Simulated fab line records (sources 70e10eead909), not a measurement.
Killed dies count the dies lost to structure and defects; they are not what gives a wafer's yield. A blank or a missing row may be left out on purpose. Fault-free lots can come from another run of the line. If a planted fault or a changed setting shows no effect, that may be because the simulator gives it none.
Which tool is to blame?    flow nandHarc    33 wafers from 11 lots sampled at 5 of the route's 1159 steps

WHAT EACH GAUGE READ, for each wafer
NHARC_END_SORT_01.
lot   measured      on         killedAtArray
L940  day 21 09:38  prober-02  16 13 14
L944  day 22 02:30  prober-01  26 41 33
L943  day 22 02:30  prober-02  25 35 30

TOOL THAT RAN EACH LOT (tool first, then ch and the chambers of the sampled wafers, then the start)
lot   NHARC_P_GATE_DESCUM_13            NHARC_P_GATE_DESCUM_31             NHARC_P_GATE_ETCHBACK_37           NHARC_P_GATE_STRIP_111
L931  rieDiel-04 ch 0,1,2, day 4 04:17  rieDiel-07 ch 0,3, day 4 18:38     rieDiel-08 ch 0,1,2, day 5 05:26   plasmaAsher-02 ch 0,1, day 5 07:19
L932  rieDiel-07 ch 0,1, day 4 20:43    rieDiel-08 ch 0,3, day 5 11:24     rieDiel-07 ch 0,1,2, day 6 03:47   plasmaAsher-02 ch 0, day 6 05:15
L937  rieDiel-07 ch 1,2,3, day 5 07:59  rieDiel-08 ch 0,1,3, day 6 01:50   rieDiel-07 ch 0,1,3, day 6 12:41   plasmaAsher-01 ch 0,1, day 6 14:14
L936  rieDiel-07 ch 0,2,3, day 5 08:08  rieDiel-08 ch 0,2, day 6 01:21     rieDiel-07 ch 0,1, day 6 12:17     plasmaAsher-02 ch 0,1, day 6 14:04
L940  rieDiel-04 ch 0,1,3, day 6 08:46  rieDiel-07 ch 0,1,3, day 6 23:02   rieDiel-08 ch 0,1,2, day 7 10:07   plasmaAsher-01 ch 0, day 7 11:41
L941  rieDiel-07 ch 1,3, day 6 08:55    rieDiel-04 ch 0,1, day 6 22:14     rieDiel-07 ch 0,1,2, day 7 09:24   plasmaAsher-02 ch 0,1, day 7 10:52
L944  rieDiel-07 ch 0,1,2, day 7 09:34  rieDiel-07 ch 0,2, day 8 01:00     rieDiel-07 ch 0,1,3, day 8 14:03   plasmaAsher-01 ch 0,1, day 8 15:37
L943  rieDiel-04 ch 0,1,3, day 7 09:36  rieDiel-07 ch 0,1,2, day 8 00:29   rieDiel-07 ch 0,2,3, day 8 13:21   plasmaAsher-01 ch 0,1, day 8 14:54
L950  rieDiel-08 ch 0,1,3, day 9 01:52  rieDiel-07 ch 0,2,3, day 9 16:40   rieDiel-08 ch 0,2,3, day 10 04:17  plasmaAsher-01 ch 0,1, day 10 05:49
L952  rieDiel-07 ch 1,2,3, day 9 10:41  rieDiel-07 ch 0,1, day 10 00:47    rieDiel-07 ch 0,1, day 10 11:33    plasmaAsher-01 ch 0,1, day 10 13:09
L953  rieDiel-04 ch 0,2,3, day 9 16:41  rieDiel-07 ch 1,2,3, day 10 09:17  rieDiel-08 ch 1,2,3, day 10 20:16  plasmaAsher-02 ch 0,1, day 10 21:58
- NHARC_P_GATE_DESCUM_13: chemistry O2, time 3 s.
- NHARC_P_GATE_DESCUM_31: chemistry O2, time 3 s.
- NHARC_P_GATE_ETCHBACK_37: etches the open film in CHF3/O2, target depth 34.5 nm, time 17.2 s.
- NHARC_P_GATE_STRIP_111: strips in N2/H2, time 250 s.

THE ANSWER, worked out from the rows above alone
Rule: the usual values come from the lots themselves. Put in order of their means at a reading, lots are off if they are a third of the lots or fewer, leave a main group of 4 or more, and stand apart from it by a gap of 3 or more times the standard deviation of the main group's means; of several such gaps the widest counts. A main group is skipped when, at the precision printed for the reading in the tables above, its means are all equal. Also off: a lot with no number at a reading for which 4 or more lots have one. All remaining lots with rows at the step are treated as sound.
Nothing can be told from this: no lot is off at any reading shown.

WHAT THE SIMULATOR HAD PUT IN
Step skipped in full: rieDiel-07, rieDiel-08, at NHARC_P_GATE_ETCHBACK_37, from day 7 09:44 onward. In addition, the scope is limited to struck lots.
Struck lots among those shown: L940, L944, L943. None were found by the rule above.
